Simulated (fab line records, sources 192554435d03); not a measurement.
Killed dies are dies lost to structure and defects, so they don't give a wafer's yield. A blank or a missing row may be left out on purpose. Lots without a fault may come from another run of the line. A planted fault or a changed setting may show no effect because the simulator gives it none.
fab line records | flow n5_finfet | part 1 of 2: steps 1 to 22 of 33
record lots=5 wafers=15 last_day=16
route steps=1938 shown FIN_CUT@174 STI_FIN_REVEAL@183
lots that met no fault: from a run of the same line without faults
start_h: hours from the record's first day to the start of the lot's first wafer shown | wait_h: hours since the lot's step before | " the same as in the row above | L1.1+2: a row that stands for several wafers | - no value, or no start given | * or withheld: withheld | < > ~ a bound
route shown NAME@n: a module of which the file shows steps, and the number in the route of the first | usual: mean/standard deviation of fault-free wafers | same: alike in all rows | chamber/n: place in a boat | sites: the reading at each site | _std_site: their standard deviation | _edge_site: outer sites' mean less inner sites' | radius_mm: how far each site lies from the wafer's centre | mask NAME#n: copy n | behind: the tool/chamber that last shaped the wafer | hold: why the lot was held/for how many hours/how that ended | device: the transistor (n, p or np) that didn't switch | end of line: the same wafers' tests at the end of the route | a step without rows: its recipe alone | killed: dies lost to structure and defects at the first sort, not the wafer's yield | map: a wafer's dies, x killed, . not, _ none there
set.NAME: the setting as run; set.NAME@STEP: as run at that earlier step | model.NAME: the simulator's own value behind a step, which no gauge read
lots at some steps of the route; a table a step, a row a wafer
services: from which hour (start_h, from the record's first day; less than 0 if before it) a tool's chamber was out of use, for how many hours, and why
## steps
# step N5_FIN_CUT_CUT_ETCH_27
# recipe chemistry=CHF3/O2 target=SiO2 target_depth_a=40 mask_material=SOC overetch_a=20 time_s=4.9 pressure_mtorr=30 source_w=650 bias_w=170 Ar_flow_sccm=200 CHF3_flow_sccm=50 O2_flow_sccm=5 ion_energy_ev=200
# usual drypump_motor_current_A=5.73/0.28 oes_product_au=0.61/0.057 rf_vpp_V=525/8.9 showerhead_plenum_p_Torr=2.40/0.071 throttle_valve_pct=18.89/0.21
# columns lot.wafer tool chamber start_h wait_h drypump_motor_current_A oes_product_au rf_hours_counter_h rf_vpp_V showerhead_plenum_p_Torr throttle_valve_pct
L077.3 rie_diel-05 2 45.77 0.0 5.57 0.72 17 523 2.46 18.63
L077.4 " 3 " " 6.13 0.54 227 534 2.29 19.30
L077.6 " 1 " " 5.72 0.60 - 540 2.41 18.42
L078.1 rie_diel-05 0 50.86 0.0 5.84 0.62 110 517 2.33 19.01
L078.3 " 3 " " 6.12 0.54 228 534 2.29 19.31
L078.5 " 1 " " 5.70 0.60 - 541 2.40 18.40
L080.1 rie_diel-06 2 63.16 0.0 5.53 0.58 176 522 2.39 18.64
L080.4 " 1 " " 5.92 0.61 135 532 2.52 18.89
L080.5 " 1 " " 5.90 0.61 - 533 2.52 18.88
L090.1 rie_diel-03 3 125.20 0.0 5.26 0.60 158 515 2.43 18.93
L090.2 " 1 " " 6.22 0.58 170 528 2.31 18.99
L090.3 " 0 " " 5.38 0.58 179 532 2.39 18.91
L094.1 rie_diel-06 1 147.41 0.0 5.94 0.59 162 533 2.51 18.93
L094.2 " 3 " " 5.83 0.71 29 518 2.46 19.01
L094.3 " 2 " " 5.53 0.56 199 523 2.38 18.68
# step N5_FIN_CUT_PRECLEAN_35
# recipe time_s=13.3 temp_c=45 pressure_torr=125 p_hf_torr=3 p_coreactant_torr=25 chemistry=vHF
# usual drypump_motor_current_A=5.5/0.33
# columns lot.wafer tool chamber start_h wait_h drypump_motor_current_A
L077.3 vapor_etch-01 1 45.86 0.1 5.6
L077.4 " 0 " " 5.5
L077.6 " 1 " " 5.6
L078.1 vapor_etch-02 0 50.93 0.0 6.0
L078.3 " 1 " " 5.1
L078.5 " 0 " " 6.0
L080.1 vapor_etch-01 0 63.22 0.0 5.5
L080.4 " 1 " " 5.6
L080.5 " 1 " " 5.6
L090.1 vapor_etch-02 0 125.37 0.1 6.0
L090.2 " 1 " " 5.1
L090.3 " 0 " " 6.0
L094.1 vapor_etch-01 1 147.48 0.0 5.6
L094.2 " 0 " " 5.5
L094.3 " 0 " " 5.5
# step N5_FIN_CUT_CUT_ETCH_15
# recipe chemistry=HBr/Cl2/O2 target=Si target_depth_a=1000 bt_time_s=10 mask_material=SOC time_s=42.4 ion_energy_ev=* bias_w=* pressure_mtorr=10 icp_w=800 HBr_flow_sccm=150 Cl2_flow_sccm=80 O2_flow_sccm=12
# usual drypump_motor_current_A=5.7/0.46 mfc_cl2_sccm=80.03/0.26 oes_product_au=1.007/0.015 throttle_valve_pct=37.1/0.32
# columns lot.wafer tool chamber start_h wait_h drypump_motor_current_A mfc_cl2_sccm oes_product_au rf_hours_counter_h throttle_valve_pct
L077.3 rie_si-04 3 45.92 0.0 5.7 80.19 0.991 117 37.7
L077.4 " 1 " " 5.9 80.08 1.014 48 37.2
L077.6 " 2 " " 5.4 80.40 0.998 - 37.1
L078.1 rie_si-04 3 51.01 0.1 5.7 80.11 0.996 117 37.7
L078.3 " 1 " " 5.8 79.90 1.011 48 37.2
L078.5 " 1 " " 5.8 79.87 1.003 - 37.2
L080.1 rie_si-06 1 63.31 0.1 6.7 80.56 1.003 106 36.7
L080.4 " 0 " " 6.7 79.70 1.024 168 37.7
L080.5 " 1 " " 6.7 80.12 1.006 - 36.8
L090.1 rie_si-01 2 125.45 0.1 5.7 79.73 1.019 157 36.8
L090.2 " 1 " " 5.2 79.98 0.988 86 37.0
L090.3 " 3 " " 5.5 79.86 0.977 115 37.0
L094.1 rie_si-01 0 147.56 0.1 6.0 79.94 1.011 129 36.7
L094.2 " 3 " " 5.5 80.04 0.982 115 37.0
L094.3 " 2 " " 5.6 79.89 1.031 158 36.8
# step N5_FIN_CUT_CUT_ETCH_28
# recipe chemistry=HBr/Cl2/O2 target=Si target_depth_a=60 mask_material=SOC time_s=2.4 ion_energy_ev=* bias_w=* pressure_mtorr=10 icp_w=800 HBr_flow_sccm=150 Cl2_flow_sccm=80 O2_flow_sccm=12
# usual drypump_motor_current_A=5.7/0.47 mfc_cl2_sccm=80.02/0.22 oes_product_au=1.008/0.015 throttle_valve_pct=37.1/0.32
# columns lot.wafer tool chamber start_h wait_h drypump_motor_current_A mfc_cl2_sccm oes_product_au rf_hours_counter_h throttle_valve_pct
L077.3 rie_si-04 3 45.97 0.0 5.7 79.83 0.995 117 37.7
L077.4 " 1 " " 5.8 79.97 1.014 48 37.2
L077.6 " 2 " " 5.4 80.34 1.007 - 37.1
L078.1 rie_si-04 3 51.07 0.0 5.7 80.15 0.997 117 37.7
L078.3 " 1 " " 5.8 80.05 1.018 48 37.2
L078.5 " 1 " " 5.8 79.84 1.007 - 37.2
L080.1 rie_si-06 1 63.36 0.0 6.7 79.86 1.011 106 36.8
L080.4 " 0 " " 6.7 79.92 1.026 168 37.7
L080.5 " 1 " " 6.7 79.91 1.009 - 36.7
L090.1 rie_si-01 2 125.51 0.0 5.6 80.14 1.028 157 36.8
L090.2 " 1 " " 5.2 80.28 0.994 86 37.0
L090.3 " 3 " " 5.5 79.85 0.974 115 37.0
L094.1 rie_si-01 0 147.61 0.0 6.0 79.93 1.012 130 36.7
L094.2 " 3 " " 5.5 79.86 0.976 115 37.0
L094.3 " 2 " " 5.6 80.18 1.029 158 36.8
# step N5_FIN_CUT_STRIP_22
# recipe chemistry=N2/H2 power_w=500 temp_c=40 pressure_mtorr=50 rf_frequency_hz=6e+07 overash_fraction=0.3 bias_power_w=8 h2_frac=0.5 n2_flow_sccm=300 h2_flow_sccm=300
# usual drypump_motor_current_A=5.7/0.3 oes_product_au=0.77/0.069 rf_vpp_V=54.3/2.2 showerhead_plenum_p_Torr=3.34/0.1 throttle_valve_pct=19.05/0.27
# columns lot.wafer tool chamber start_h wait_h drypump_motor_current_A oes_product_au rf_hours_counter_h rf_vpp_V showerhead_plenum_p_Torr throttle_valve_pct
L077.3 rie_diel-06 1 46.04 0.0 5.9 0.75 128 57.7 3.52 18.97
L077.4 " 0 " " 5.8 0.76 - 52.3 3.36 19.14
L077.6 " 1 " " 5.9 0.76 - 55.0 3.52 19.01
L078.1 rie_diel-03 1 51.15 0.1 6.3 0.74 147 52.9 3.23 19.15
L078.3 " 3 " " 5.3 0.77 134 49.3 3.37 19.36
L078.5 " 2 " " 5.5 0.69 - 56.4 3.19 18.97
L080.1 rie_diel-05 2 63.43 0.0 5.6 0.90 23 53.6 3.42 18.67
L080.4 " 2 " " 5.6 0.90 - 52.4 3.42 18.69
L080.5 " 3 " " 6.1 0.69 - 53.6 3.18 19.49
L090.1 rie_diel-03 3 125.62 0.1 5.2 0.76 158 55.4 3.36 19.41
L090.2 " 1 " " 6.2 0.72 171 49.8 3.22 19.20
L090.3 " 0 " " 5.4 0.72 179 57.1 3.35 19.32
L094.1 rie_diel-05 3 147.68 0.0 6.1 0.97 2 54.5 3.58 19.13
L094.2 " 0 " " 5.9 0.78 134 50.9 3.23 18.69
L094.3 " 1 " " 5.8 0.72 150 51.0 3.34 18.88
# step N5_FIN_CUT_PRECLEAN_36
# recipe chemistry=O3/DIW time_s=60 temp_c=22 o3_ppm=10
# columns lot.wafer tool chamber start_h wait_h
L077.3+4+6 wet_bench-05 4,2,6 46.12 -
L078.1+3+5 wet_bench-01 0,6,5 51.21 -
L080.1+4+5 wet_bench-05 1,4,5 63.49 -
L090.1+2+3 wet_bench-05 2,6,7 125.69 -
L094.1+2+3 wet_bench-04 1,2,3 147.75 -
# step N5_FIN_CUT_SRD_32
# recipe dry=ipa_marangoni time_s=30 temp_c=23 rinse_liquid=diw
# columns lot.wafer tool chamber start_h wait_h
L077.3+4+6 wet_bench-05 4,2,6 46.14 0.0
L078.1+3+5 wet_bench-01 0,6,5 51.23 0.0
L080.1+4+5 wet_bench-05 1,4,5 63.51 0.0
L090.1+2+3 wet_bench-05 2,6,7 125.71 0.0
L094.1+2+3 wet_bench-04 1,2,3 147.77 0.0
# step N5_FIN_CUT_UV_OZONE_34
# recipe time_s=120 pressure_torr=760 temp_c=25
# columns lot.wafer tool chamber start_h wait_h
L077.3+4+6 wet_bench-05 4,2,6 46.15 0.0
L078.1+3+5 wet_bench-01 0,6,5 51.25 0.0
L080.1+4+5 wet_bench-05 1,4,5 63.53 0.0
L090.1+2+3 wet_bench-05 2,6,7 125.72 0.0
L094.1+2+3 wet_bench-04 1,2,3 147.78 0.0
# step N5_FIN_CUT_INSPECT_17
# recipe inspect_instrument=brightfield mode=aei
# usual raw_defect_count=252/69
# columns lot.wafer tool chamber start_h wait_h raw_defect_count
L077.3 defect_inspect-01 - 46.21 0.0 349
L077.4 " - " " 242
L077.6 " - " " 239
L078.1 defect_inspect-01 - 51.31 0.0 196
L078.3 " - " " 329
L078.5 " - " " 267
L080.1 defect_inspect-01 - 63.59 0.0 139
L080.4 " - " " 233
L080.5 " - " " 163
L090.1 defect_inspect-01 - 125.78 0.0 314
L090.2 " - " " 279
L090.3 " - " " 386
L094.1 defect_inspect-01 - 147.84 0.0 273
L094.2 " - " " 280
L094.3 " - " " 221
# step N5_STI_FIN_REVEAL_ALD_00
# recipe material=SiO2 target_thk_a=10 temp_c=300 ald_precursor_family=BDEAS ald_co_reactant=O2-plasma pulse_time_s=1 pressure_torr=2
# usual heater_power_w=447/56 precursor_pulse_height_rel=0.999/0.018
# columns lot.wafer tool chamber start_h wait_h heater_power_w precursor_pulse_height_rel
L077.3 ald_sin-03 1 47.18 1.0 490 0.985
L077.4 " 0 " " 411 0.994
L077.6 " 1 " " 493 0.972
L078.1 ald_sin-03 1 51.39 0.1 489 1.000
L078.3 " 0 " " 419 1.001
L078.5 " 3 " " 432 0.975
L080.1 ald_sin-01 2 64.23 0.6 553 0.977
L080.4 " 3 " " 409 1.001
L080.5 " 2 " " 575 1.002
L090.1 ald_sin-02 3 125.82 0.0 419 1.012
L090.2 " 2 " " 419 1.006
L090.3 " 1 " " 394 1.014
L094.1 ald_sin-03 0 147.88 0.0 423 0.991
L094.2 " 2 " " 458 1.009
L094.3 " 1 " " 493 0.987
# step N5_STI_FIN_REVEAL_ALD_14
# recipe material=Si3N4 target_thk_a=30 temp_c=400 ald_precursor_family=SiH2I2 ald_co_reactant=N2/H2-plasma pressure_torr=2
# usual heater_power_w=798/98
# columns lot.wafer tool chamber start_h wait_h heater_power_w
L077.3 ald_sin-03 1 47.23 0.0 875
L077.4 " 0 " " 744
L077.6 " 1 " " 885
L078.1 ald_sin-03 1 51.44 0.0 872
L078.3 " 0 " " 765
L078.5 " 3 " " 772
L080.1 ald_sin-01 2 64.28 0.0 1016
L080.4 " 3 " " 721
L080.5 " 2 " " 970
L090.1 ald_sin-02 3 125.87 0.0 760
L090.2 " 2 " " 746
L090.3 " 1 " " 716
L094.1 ald_sin-03 0 147.92 0.0 729
L094.2 " 2 " " 828
L094.3 " 1 " " 891
# step N5_STI_FIN_REVEAL_FCVD_FILL_01
# recipe material=SiO2_flowable target_thk_a=3120 temp_c=100 pressure_torr=0.8 rf_w=2000 time_s=512.2
# columns lot.wafer tool chamber start_h wait_h
L077.3+4+6 fcvd-01 1 47.87 0.5
L078.1+3+5 fcvd-02 1 51.68 0.1
L080.1+4+5 fcvd-02 0,0,1 64.52 0.1
L090.1+2+3 fcvd-02 0,1,0 126.10 0.1
L094.1+2+3 fcvd-02 1,0,0 148.16 0.1
# step N5_STI_FIN_REVEAL_DENSIFY_02
# recipe temp_c=650 ambient=steam time_s=1800 idle_temp_c=400 densification_p_h2o_torr=640
# columns lot.wafer tool chamber start_h wait_h
L077.3+4+6 furnace-03 0 49.24 1.2
L078.1+3+5 furnace-01 0 52.31 0.4
L080.1+4+5 furnace-01 0 65.15 0.4
L090.1+2+3 furnace-01 0 126.74 0.4
L094.1+2+3 furnace-02 0 148.80 0.4
# step N5_STI_FIN_REVEAL_CMP_04
# recipe stop_on=Si3N4 t_overpolish_s=4 down_force_psi=2 platen_rpm=54.18 post_cmp_clean=alkaline_brush pad_velocity_m_s=1.078 target_thk_nm=131.83
# usual motor_current_A=8.1/0.55 overpolish_run_s=4.000/0.0089 time_to_endpoint_s=108/6.3
# columns lot.wafer tool chamber start_h wait_h motor_current_A overpolish_run_s time_to_endpoint_s
L077.3 cmp-03 1 53.40 0.0 8.0 3.994 117
L077.4 " 3 " " 7.4 4.005 114
L077.6 " 2 " " 8.3 4.003 109
L078.1 cmp-04 1 56.48 0.0 7.6 4.011 101
L078.3 " 3 " " 7.2 4.015 100
L078.5 " 2 " " 8.6 4.012 101
L080.4 cmp-03 0 69.32 0.0 7.9 3.994 113
L080.1 " 2 " " 8.8 3.992 111
L080.5 " 0 " " 7.4 3.997 112
L090.3 cmp-03 2 130.90 0.0 8.2 4.002 114
L090.1 " 3 " " 7.4 4.001 121
L090.2 " 0 " " 7.7 3.996 112
L094.2 cmp-04 0 152.98 0.0 8.6 3.995 106
L094.1 " 1 " " 7.4 3.992 100
L094.3 " 2 " " 7.5 3.990 104
# step N5_STI_FIN_REVEAL_THK_MEAS_05
# usual thk_nm=131.8/1
# columns lot.wafer tool chamber start_h wait_h thk_nm
L077.3 film_metro-01 - 53.70 - 133.6
L077.4 " - " " 132.5
L077.6 " - " " 132.2
L078.1 film_metro-02 - 56.77 - 130.4
L078.3 " - " " 131.7
L078.5 " - " " 131.5
L080.1 film_metro-02 - 69.61 - 132.3
L080.4 " - " " 133.0
L080.5 " - " " 130.4
L090.1 film_metro-01 - 131.20 - 132.5
L090.2 " - " " 133.1
L090.3 " - " " 132.1
L094.1 film_metro-01 - 153.27 - 130.8
L094.2 " - " " 131.6
L094.3 " - " " 130.9
# step N5_STI_FIN_REVEAL_DENSIFY_30
# recipe temp_c=* time_s=* ambient=N2 idle_temp_c=600 ramp_up_c_per_s=150 ramp_down_c_per_s=60 cool_to_c=600
# usual lamp_power_pct=11.53/0.052 lamp_zone_7_pct=11.962/0.019 wafer_temp_C_max=*
# columns lot.wafer tool chamber start_h wait_h lamp_power_pct lamp_zone_7_pct wafer_temp_C_max
L077.3 rtp_anneal-01 0 53.88 0.2 11.59 11.995 *
L077.4 " 0 " " 11.57 11.985 *
L077.6 " 0 " " 11.54 11.988 *
L078.1 rtp_anneal-02 0 56.80 0.0 11.58 11.943 *
L078.3 " 0 " " 11.58 11.959 *
L078.5 " 0 " " 11.52 11.947 *
L080.1 rtp_anneal-02 0 70.12 0.5 11.49 11.939 *
L080.4 " 0 " " 11.49 11.946 *
L080.5 " 0 " " 11.57 11.970 *
L090.1 rtp_anneal-02 0 131.23 0.0 11.48 11.940 *
L090.2 " 0 " " 11.60 11.985 *
L090.3 " 0 " " 11.56 11.968 *
L094.1 rtp_anneal-02 0 153.36 0.1 11.43 11.958 *
L094.2 " 0 " " 11.51 11.955 *
L094.3 " 0 " " 11.55 11.972 *
# step N5_STI_FIN_REVEAL_ETCHBACK_08
# recipe chemistry=C4F6/O2 target=SiO2 target_depth_a=305 time_s=10.167 ion_energy_ev=250 pressure_mtorr=30 source_w=345 bias_w=185 Ar_flow_sccm=300 C4F6_flow_sccm=10 O2_flow_sccm=10
# usual C4F6_flow_sccm=10.008/0.029 drypump_motor_current_A=5.9/0.35 oes_product_au=0.76/0.08 rf_vpp_V=667/11 showerhead_plenum_p_Torr=2.87/0.079 throttle_valve_pct=21.27/0.22
# columns lot.wafer tool chamber start_h wait_h C4F6_flow_sccm drypump_motor_current_A oes_product_au rf_hours_counter_h rf_vpp_V showerhead_plenum_p_Torr throttle_valve_pct
L077.3 rie_diel-04 1 54.23 0.3 10.004 6.6 0.89 24 656 2.79 21.03
L077.4 " 2 " " 10.005 5.4 0.70 194 662 2.95 21.40
L077.6 " 3 " " 10.002 5.2 0.75 - 669 2.83 21.51
L078.1 rie_diel-02 1 57.02 0.2 10.015 6.3 0.69 249 655 2.93 21.65
L078.3 " 3 " " 10.022 5.6 0.74 174 683 2.95 21.19
L078.5 " 1 " " 10.006 6.3 0.69 - 658 2.93 21.64
L080.1 rie_diel-01 2 70.34 0.2 9.999 6.5 0.70 213 686 2.94 21.17
L080.4 " 3 " " 9.999 5.6 0.85 79 678 2.90 21.54
L080.5 " 0 " " 9.970 5.9 0.74 - 660 2.71 21.37
L090.1 rie_diel-01 3 131.67 0.4 10.018 5.6 0.82 105 679 2.89 21.57
L090.2 " 2 " " 10.027 6.5 0.69 238 686 2.92 21.22
L090.3 " 0 " " 9.994 5.9 0.71 194 660 2.70 21.39
L094.1 rie_diel-02 0 153.57 0.2 9.989 5.9 0.76 153 659 2.83 21.28
L094.2 " 1 " " 10.050 6.3 0.89 27 657 2.92 21.30
L094.3 " 3 " " 10.012 5.7 0.71 207 683 2.94 21.22
# step N5_STI_FIN_REVEAL_STRIP_24
# recipe chemistry=N2/H2 time_s=90 power_w=100 temp_c=40 pressure_mtorr=100 rf_frequency_hz=6e+07 bias_power_w=3 n2_flow_sccm=300 h2_flow_sccm=300
# usual drypump_motor_current_A=5.9/0.35 oes_product_au=0.77/0.082 rf_vpp_V=45.4/0.94 showerhead_plenum_p_Torr=3.40/0.087 throttle_valve_pct=12.34/0.25
# columns lot.wafer tool chamber start_h wait_h drypump_motor_current_A oes_product_au rf_hours_counter_h rf_vpp_V showerhead_plenum_p_Torr throttle_valve_pct
L077.3 rie_diel-04 1 54.27 0.0 6.6 0.89 24 45.1 3.31 11.98
L077.4 " 2 " " 5.4 0.70 194 46.4 3.50 12.48
L077.6 " 3 " " 5.2 0.74 - 44.5 3.37 12.69
L078.1 rie_diel-02 1 57.06 0.0 6.3 0.69 249 46.1 3.45 12.67
L078.3 " 3 " " 5.7 0.72 174 46.4 3.48 12.16
L078.5 " 1 " " 6.2 0.70 - 45.8 3.45 12.69
L080.1 rie_diel-01 2 70.37 0.0 6.5 0.71 213 45.9 3.46 12.23
L080.4 " 3 " " 5.7 0.85 79 44.7 3.43 12.44
L080.5 " 0 " " 5.9 0.75 - 45.7 3.22 12.50
L090.1 rie_diel-01 3 131.71 0.0 5.6 0.82 105 45.3 3.42 12.52
L090.2 " 2 " " 6.5 0.69 238 45.0 3.45 12.31
L090.3 " 0 " " 6.0 0.73 194 43.3 3.21 12.55
L094.1 rie_diel-02 0 153.61 0.0 5.9 0.77 153 44.9 3.39 12.44
L094.2 " 1 " " 6.3 0.90 27 44.6 3.44 12.11
L094.3 " 3 " " 5.6 0.72 207 44.5 3.46 12.26
# step N5_STI_FIN_REVEAL_PRECLEAN_25
# recipe chemistry=SPM time_s=90 temp_c=120 mix=4:1
# columns lot.wafer tool chamber start_h wait_h
L077.3+4+6 wet_bench-06 5,3,0 54.39 0.1
L078.1+3+5 wet_bench-02 6,3,7 57.18 0.1
L080.1+4+5 wet_bench-02 6,1,3 70.49 0.1
L090.1+2+3 wet_bench-02 0,7,2 131.83 0.1
L094.1+2+3 wet_bench-06 4,5,3 153.73 0.1
# step N5_STI_FIN_REVEAL_PRECLEAN_26
# recipe chemistry=SC1 time_s=45 temp_c=46 mix=1:2:100
# columns lot.wafer tool chamber start_h wait_h
L077.3+4+6 wet_bench-06 5,3,0 54.42 0.0
L078.1+3+5 wet_bench-02 6,3,7 57.21 0.0
L080.1+4+5 wet_bench-02 6,1,3 70.52 0.0
L090.1+2+3 wet_bench-02 0,7,2 131.86 0.0
L094.1+2+3 wet_bench-06 4,5,3 153.76 0.0
# step N5_STI_FIN_REVEAL_PRECLEAN_29
# recipe chemistry=DHF time_s=30 temp_c=25 dilution=300:1
# columns lot.wafer tool chamber start_h wait_h
L077.3+4+6 wet_bench-06 5,3,0 54.43 0.0
L078.1+3+5 wet_bench-02 6,3,7 57.22 0.0
L080.1+4+5 wet_bench-02 6,1,3 70.53 0.0
L090.1+2+3 wet_bench-02 0,7,2 131.87 0.0
L094.1+2+3 wet_bench-06 4,5,3 153.77 0.0
# step N5_STI_FIN_REVEAL_SRD_12
# recipe time_s=30 temp_c=23 rinse_liquid=diw dry=ipa_marangoni
# columns lot.wafer tool chamber start_h wait_h
L077.3+4+6 wet_bench-06 5,3,0 54.44 0.0
L078.1+3+5 wet_bench-02 6,3,7 57.23 0.0
L080.1+4+5 wet_bench-02 6,1,3 70.54 0.0
L090.1+2+3 wet_bench-02 0,7,2 131.88 0.0
L094.1+2+3 wet_bench-06 4,5,3 153.78 0.0
